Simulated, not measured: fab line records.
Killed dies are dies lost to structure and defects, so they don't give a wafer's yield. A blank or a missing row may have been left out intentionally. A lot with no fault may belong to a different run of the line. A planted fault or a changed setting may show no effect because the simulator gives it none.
The tool behind it: which one? :: flow n5Finfet :: 72 wafers from 24 lots sampled at 3 of the route's 1938 steps

== WHAT THE GAUGES READ, wafer by wafer ==
N5_HKMG_FIN_INSPECT_14: inspects for defects (macro).
lot: L074
measured: day 4 03:06
on: defectInspect-01
rawDefectCount: 5 1 1

lot: L075
measured: day 4 12:46
on: defectInspect-02
rawDefectCount: 3 1 1

lot: L076
measured: day 4 17:50
on: defectInspect-01
rawDefectCount: 2 3 4

lot: L077
measured: day 4 21:44
on: defectInspect-01
rawDefectCount: 3 2 4

lot: L078
measured: day 5 00:31
on: defectInspect-02
rawDefectCount: 3 0 0

lot: L079
measured: day 5 11:23
on: defectInspect-02
rawDefectCount: 1 3 2

lot: L080
measured: day 5 14:37
on: defectInspect-02
rawDefectCount: 2 2 1

lot: L081
measured: day 5 22:44
on: defectInspect-02
rawDefectCount: 3 4 4

lot: L082
measured: day 6 04:54
on: defectInspect-02
rawDefectCount: 2 2 2

lot: L083
measured: day 6 10:14
on: defectInspect-02
rawDefectCount: 1 0 2

lot: L084
measured: day 6 14:03
on: defectInspect-02
rawDefectCount: 2 1 2

lot: L085
measured: day 6 21:20
on: defectInspect-02
rawDefectCount: 0 3 4

lot: L086
measured: day 7 07:10
on: defectInspect-01
rawDefectCount: 3 2 4

lot: L087
measured: day 7 10:07
on: defectInspect-01
rawDefectCount: 2 2 1

lot: L088
measured: day 7 16:19
on: defectInspect-01
rawDefectCount: 2 1 5

lot: L089
measured: day 8 00:02
on: defectInspect-02
rawDefectCount: 1 2 4

lot: L090
measured: day 8 01:26
on: defectInspect-02
rawDefectCount: 1 3 3

lot: L091
measured: day 9 06:11
on: defectInspect-02
rawDefectCount: 3 3 1

lot: L092
measured: day 9 06:53
on: defectInspect-02
rawDefectCount: 1 3 3

lot: L093
measured: day 9 07:50
on: defectInspect-02
rawDefectCount: 1 2 1

lot: L096
measured: day 11 01:30
on: defectInspect-01
rawDefectCount: 1 4 2

lot: L095
measured: day 11 02:18
on: defectInspect-01
rawDefectCount: 0 3 3

lot: L094
measured: day 11 03:55
on: defectInspect-01
rawDefectCount: 5 4 3

lot: L097
measured: day 11 05:06
on: defectInspect-01
rawDefectCount: 1 0 1

== WHICH TOOL RAN EACH LOT (tool, then ch and the chambers of the sampled wafers, then the start) ==
lot: L074
N5_HKMG_FIN_ETCH_58: rieDiel-06 ch 2,3, day 4 00:03
N5_HKMG_FIN_CVD_62: thermalCvdSi-02 ch 1,2, day 4 01:29

lot: L075
N5_HKMG_FIN_ETCH_58: rieDiel-04 ch 0,1,2, day 4 09:41
N5_HKMG_FIN_CVD_62: thermalCvdSi-01 ch 0,1, day 4 11:07

lot: L076
N5_HKMG_FIN_ETCH_58: rieDiel-04 ch 1,2,3, day 4 14:55
N5_HKMG_FIN_CVD_62: thermalCvdSi-02 ch 0,2, day 4 16:20

lot: L077
N5_HKMG_FIN_ETCH_58: rieDiel-06 ch 0,2,3, day 4 18:43
N5_HKMG_FIN_CVD_62: thermalCvdSi-01 ch 0,1, day 4 20:09

lot: L078
N5_HKMG_FIN_ETCH_58: rieDiel-04 ch 0,2, day 4 21:24
N5_HKMG_FIN_CVD_62: thermalCvdSi-02 ch 1,2, day 4 22:50

lot: L079
N5_HKMG_FIN_ETCH_58: rieDiel-01 ch 1,2,3, day 5 08:22
N5_HKMG_FIN_CVD_62: thermalCvdSi-01 ch 0,1, day 5 09:52

lot: L080
N5_HKMG_FIN_ETCH_58: rieDiel-04 ch 0,2,3, day 5 11:34
N5_HKMG_FIN_CVD_62: thermalCvdSi-02 ch 1,2, day 5 13:00

lot: L081
N5_HKMG_FIN_ETCH_58: rieDiel-04 ch 0,3, day 5 19:41
N5_HKMG_FIN_CVD_62: thermalCvdSi-01 ch 0,1,2, day 5 21:07

lot: L082
N5_HKMG_FIN_ETCH_58: rieDiel-06 ch 0,2,3, day 6 01:37
N5_HKMG_FIN_CVD_62: thermalCvdSi-02 ch 0,1,2, day 6 03:04

lot: L083
N5_HKMG_FIN_ETCH_58: rieDiel-04 ch 1,2,3, day 6 07:13
N5_HKMG_FIN_CVD_62: thermalCvdSi-01 ch 0,1, day 6 08:38

lot: L084
N5_HKMG_FIN_ETCH_58: rieDiel-06 ch 0,2,3, day 6 10:56
N5_HKMG_FIN_CVD_62: thermalCvdSi-02 ch 0,2, day 6 12:22

lot: L085
N5_HKMG_FIN_ETCH_58: rieDiel-01 ch 2,3, day 6 18:14
N5_HKMG_FIN_CVD_62: thermalCvdSi-01 ch 0,2, day 6 19:40

lot: L086
N5_HKMG_FIN_ETCH_58: rieDiel-04 ch 0,2,3, day 7 04:08
N5_HKMG_FIN_CVD_62: thermalCvdSi-02 ch 1,2, day 7 05:34

lot: L087
N5_HKMG_FIN_ETCH_58: rieDiel-06 ch 0,3, day 7 07:01
N5_HKMG_FIN_CVD_62: thermalCvdSi-01 ch 2, day 7 08:26

lot: L088
N5_HKMG_FIN_ETCH_58: rieDiel-01 ch 0,1,3, day 7 13:17
N5_HKMG_FIN_CVD_62: thermalCvdSi-02 ch 0,1, day 7 14:43

lot: L089
N5_HKMG_FIN_ETCH_58: rieDiel-06 ch 1,2,3, day 7 21:04
N5_HKMG_FIN_CVD_62: thermalCvdSi-01 ch 2, day 7 22:31

lot: L090
N5_HKMG_FIN_ETCH_58: rieDiel-06 ch 0,1, day 7 22:31
N5_HKMG_FIN_CVD_62: thermalCvdSi-02 ch 0,2, day 7 23:57

lot: L091
N5_HKMG_FIN_ETCH_58: rieDiel-04 ch 2,3, day 9 03:17
N5_HKMG_FIN_CVD_62: thermalCvdSi-01 ch 1,2, day 9 04:43

lot: L092
N5_HKMG_FIN_ETCH_58: rieDiel-01 ch 1,2,3, day 9 03:51
N5_HKMG_FIN_CVD_62: thermalCvdSi-02 ch 0,1, day 9 05:16

lot: L093
N5_HKMG_FIN_ETCH_58: rieDiel-06 ch 1,3, day 9 04:41
N5_HKMG_FIN_CVD_62: thermalCvdSi-01 ch 0,1,2, day 9 06:07

lot: L096
N5_HKMG_FIN_ETCH_58: rieDiel-04 ch 1,2,3, day 10 22:28
N5_HKMG_FIN_CVD_62: thermalCvdSi-02 ch 0,1,2, day 10 23:53

lot: L095
N5_HKMG_FIN_ETCH_58: rieDiel-01 ch 0,1,2, day 10 23:14
N5_HKMG_FIN_CVD_62: thermalCvdSi-01 ch 0,1, day 11 00:40

lot: L094
N5_HKMG_FIN_ETCH_58: rieDiel-04 ch 0,1,2, day 11 00:52
N5_HKMG_FIN_CVD_62: thermalCvdSi-02 ch 0,2, day 11 02:18

lot: L097
N5_HKMG_FIN_ETCH_58: rieDiel-01 ch 0,1, day 11 02:11
N5_HKMG_FIN_CVD_62: thermalCvdSi-01 ch 0,1,2, day 11 03:40
- N5_HKMG_FIN_ETCH_58: etches SOC in N2/H2, target depth 215.8 nm, time 741 s.
- N5_HKMG_FIN_CVD_62: deposits a-Si from Si2H6, target thk 3 nm, time 20.8 s.

== AS READ BY THE TOOLS THEMSELVES (means over the sampled wafers that have a number; for cases with no such wafer, the mark the record gives instead) ==
N5_HKMG_FIN_ETCH_58.
lot: L074
tool: rieDiel-06
drypumpMotorCurrentA (A): 5.6
h2FlowSccm (sccm): 199.8
oesProductAu (a.u.): 0.78
rfVppV (V): 100.1
showerheadPlenumPTorr (Torr): 2.59
throttleValvePct (%): 17.69

lot: L075
tool: rieDiel-04
drypumpMotorCurrentA (A): 5.7
h2FlowSccm (sccm): 200.1
oesProductAu (a.u.): 0.77
rfVppV (V): 99.0
showerheadPlenumPTorr (Torr): 2.54
throttleValvePct (%): 17.89

lot: L076
tool: rieDiel-04
drypumpMotorCurrentA (A): 5.8
h2FlowSccm (sccm): 199.6
oesProductAu (a.u.): 0.78
rfVppV (V): 99.3
showerheadPlenumPTorr (Torr): 2.62
throttleValvePct (%): 17.72

lot: L077
tool: rieDiel-06
drypumpMotorCurrentA (A): 5.6
h2FlowSccm (sccm): 200.1
oesProductAu (a.u.): 0.76
rfVppV (V): 99.2
showerheadPlenumPTorr (Torr): 2.58
throttleValvePct (%): 17.81

lot: L078
tool: rieDiel-04
drypumpMotorCurrentA (A): 5.8
h2FlowSccm (sccm): 200.4
oesProductAu (a.u.): 0.72
rfVppV (V): 99.3
showerheadPlenumPTorr (Torr): 2.56
throttleValvePct (%): 18.21

lot: L079
tool: rieDiel-01
drypumpMotorCurrentA (A): 5.9
h2FlowSccm (sccm): 199.7
oesProductAu (a.u.): 0.85
rfVppV (V): 99.0
showerheadPlenumPTorr (Torr): 2.54
throttleValvePct (%): 17.80

lot: L080
tool: rieDiel-04
drypumpMotorCurrentA (A): 6.1
h2FlowSccm (sccm): 199.8
oesProductAu (a.u.): 0.73
rfVppV (V): 99.9
showerheadPlenumPTorr (Torr): 2.56
throttleValvePct (%): 17.95

lot: L081
tool: rieDiel-04
drypumpMotorCurrentA (A): 6.4
h2FlowSccm (sccm): 199.9
oesProductAu (a.u.): 0.72
rfVppV (V): 99.1
showerheadPlenumPTorr (Torr): 2.48
throttleValvePct (%): 17.86

lot: L082
tool: rieDiel-06
drypumpMotorCurrentA (A): 5.6
h2FlowSccm (sccm): 199.7
oesProductAu (a.u.): 0.76
rfVppV (V): 99.9
showerheadPlenumPTorr (Torr): 2.57
throttleValvePct (%): 17.82

lot: L083
tool: rieDiel-04
drypumpMotorCurrentA (A): 5.7
h2FlowSccm (sccm): 199.6
oesProductAu (a.u.): 0.76
rfVppV (V): 99.6
showerheadPlenumPTorr (Torr): 2.61
throttleValvePct (%): 17.76

lot: L084
tool: rieDiel-06
drypumpMotorCurrentA (A): 5.7
h2FlowSccm (sccm): 200.1
oesProductAu (a.u.): 0.76
rfVppV (V): 99.5
showerheadPlenumPTorr (Torr): 2.57
throttleValvePct (%): 17.83

lot: L085
tool: rieDiel-01
drypumpMotorCurrentA (A): 6.0
h2FlowSccm (sccm): 199.7
oesProductAu (a.u.): 0.84
rfVppV (V): 99.4
showerheadPlenumPTorr (Torr): 2.50
throttleValvePct (%): 17.85

lot: L086
tool: rieDiel-04
drypumpMotorCurrentA (A): 6.1
h2FlowSccm (sccm): 200.8
oesProductAu (a.u.): 0.81
rfVppV (V): 99.7
showerheadPlenumPTorr (Torr): 2.66
throttleValvePct (%): 17.84

lot: L087
tool: rieDiel-06
drypumpMotorCurrentA (A): 6.0
h2FlowSccm (sccm): 200.1
oesProductAu (a.u.): 0.75
rfVppV (V): 98.7
showerheadPlenumPTorr (Torr): 2.53
throttleValvePct (%): 17.93

lot: L088
tool: rieDiel-01
drypumpMotorCurrentA (A): 5.7
h2FlowSccm (sccm): 200.6
oesProductAu (a.u.): 0.82
rfVppV (V): 99.1
showerheadPlenumPTorr (Torr): 2.61
throttleValvePct (%): 17.83

lot: L089
tool: rieDiel-06
drypumpMotorCurrentA (A): 5.6
h2FlowSccm (sccm): 200.2
oesProductAu (a.u.): 0.79
rfVppV (V): 99.1
showerheadPlenumPTorr (Torr): 2.59
throttleValvePct (%): 17.76

lot: L090
tool: rieDiel-06
drypumpMotorCurrentA (A): 5.8
h2FlowSccm (sccm): 199.7
oesProductAu (a.u.): 0.82
rfVppV (V): 99.7
showerheadPlenumPTorr (Torr): 2.55
throttleValvePct (%): 17.89

lot: L091
tool: rieDiel-04
drypumpMotorCurrentA (A): 5.8
h2FlowSccm (sccm): 199.1
oesProductAu (a.u.): 0.72
rfVppV (V): 99.8
showerheadPlenumPTorr (Torr): 2.63
throttleValvePct (%): 18.09

lot: L092
tool: rieDiel-01
drypumpMotorCurrentA (A): 5.9
h2FlowSccm (sccm): 200.2
oesProductAu (a.u.): 0.82
rfVppV (V): 98.8
showerheadPlenumPTorr (Torr): 2.53
throttleValvePct (%): 17.84

lot: L093
tool: rieDiel-06
drypumpMotorCurrentA (A): 5.8
h2FlowSccm (sccm): 199.4
oesProductAu (a.u.): 0.81
rfVppV (V): 99.9
showerheadPlenumPTorr (Torr): 2.56
throttleValvePct (%): 17.79

lot: L096
tool: rieDiel-04
drypumpMotorCurrentA (A): 5.7
h2FlowSccm (sccm): 200.1
oesProductAu (a.u.): 0.75
rfVppV (V): 99.7
showerheadPlenumPTorr (Torr): 2.60
throttleValvePct (%): 17.78

lot: L095
tool: rieDiel-01
drypumpMotorCurrentA (A): 5.9
h2FlowSccm (sccm): 199.8
oesProductAu (a.u.): 0.82
rfVppV (V): 99.2
showerheadPlenumPTorr (Torr): 2.57
throttleValvePct (%): 17.84

lot: L094
tool: rieDiel-04
drypumpMotorCurrentA (A): 5.7
h2FlowSccm (sccm): 200.0
oesProductAu (a.u.): 0.80
rfVppV (V): 99.0
showerheadPlenumPTorr (Torr): 2.63
throttleValvePct (%): 17.82

lot: L097
tool: rieDiel-01
drypumpMotorCurrentA (A): 5.7
h2FlowSccm (sccm): 199.8
oesProductAu (a.u.): 0.81
rfVppV (V): 99.9
showerheadPlenumPTorr (Torr): 2.64
throttleValvePct (%): 17.85

N5_HKMG_FIN_CVD_62.
lot: L074
tool: thermalCvdSi-02
heaterPowerW (W): 1294

lot: L075
tool: thermalCvdSi-01
heaterPowerW (W): 1559

lot: L076
tool: thermalCvdSi-02
heaterPowerW (W): 1404

lot: L077
tool: thermalCvdSi-01
heaterPowerW (W): 1565

lot: L078
tool: thermalCvdSi-02
heaterPowerW (W): 1296

lot: L079
tool: thermalCvdSi-01
heaterPowerW (W): 1561

lot: L080
tool: thermalCvdSi-02
heaterPowerW (W): 1359

lot: L081
tool: thermalCvdSi-01
heaterPowerW (W): 1503

lot: L082
tool: thermalCvdSi-02
heaterPowerW (W): 1385

lot: L083
tool: thermalCvdSi-01
heaterPowerW (W): 1595

lot: L084
tool: thermalCvdSi-02
heaterPowerW (W): 1410

lot: L085
tool: thermalCvdSi-01
heaterPowerW (W): 1412

lot: L086
tool: thermalCvdSi-02
heaterPowerW (W): 1330

lot: L087
tool: thermalCvdSi-01
heaterPowerW (W): 1336

lot: L088
tool: thermalCvdSi-02
heaterPowerW (W): 1452

lot: L089
tool: thermalCvdSi-01
heaterPowerW (W): 1342

lot: L090
tool: thermalCvdSi-02
heaterPowerW (W): 1353

lot: L091
tool: thermalCvdSi-01
heaterPowerW (W): 1414

lot: L092
tool: thermalCvdSi-02
heaterPowerW (W): 1435

lot: L093
tool: thermalCvdSi-01
heaterPowerW (W): 1514

lot: L096
tool: thermalCvdSi-02
heaterPowerW (W): 1392

lot: L095
tool: thermalCvdSi-01
heaterPowerW (W): 1600

lot: L094
tool: thermalCvdSi-02
heaterPowerW (W): 1349

lot: L097
tool: thermalCvdSi-01
heaterPowerW (W): 1517

== THE ANSWER, worked out from the rows above alone ==
Rule: what is usual is taken from the lots themselves. The widest of any qualifying gaps counts: lots, ordered by their means at a reading, are off when they make up no more than a third of the lots, leave a main group of 4 or more, and stand apart from it by 3 or more times the standard deviation of that group's means. Not used: any main group whose means are identical at the precision the tables above print for the reading. A lot without any number at a reading at which 4 lots or more have one is off too. The other lots that the step has rows for count as sound. The gauges are gone through in route order, then the tools' own readings, and for those a lot's mean is taken as printed above. The first step at which some lot is off is used, and at that step the reading that is off furthest; a lot without a number counts as furthest.
No lot is off at any reading shown: from this, nothing can be told.

== WHAT THE SIMULATOR HAD PUT IN ==
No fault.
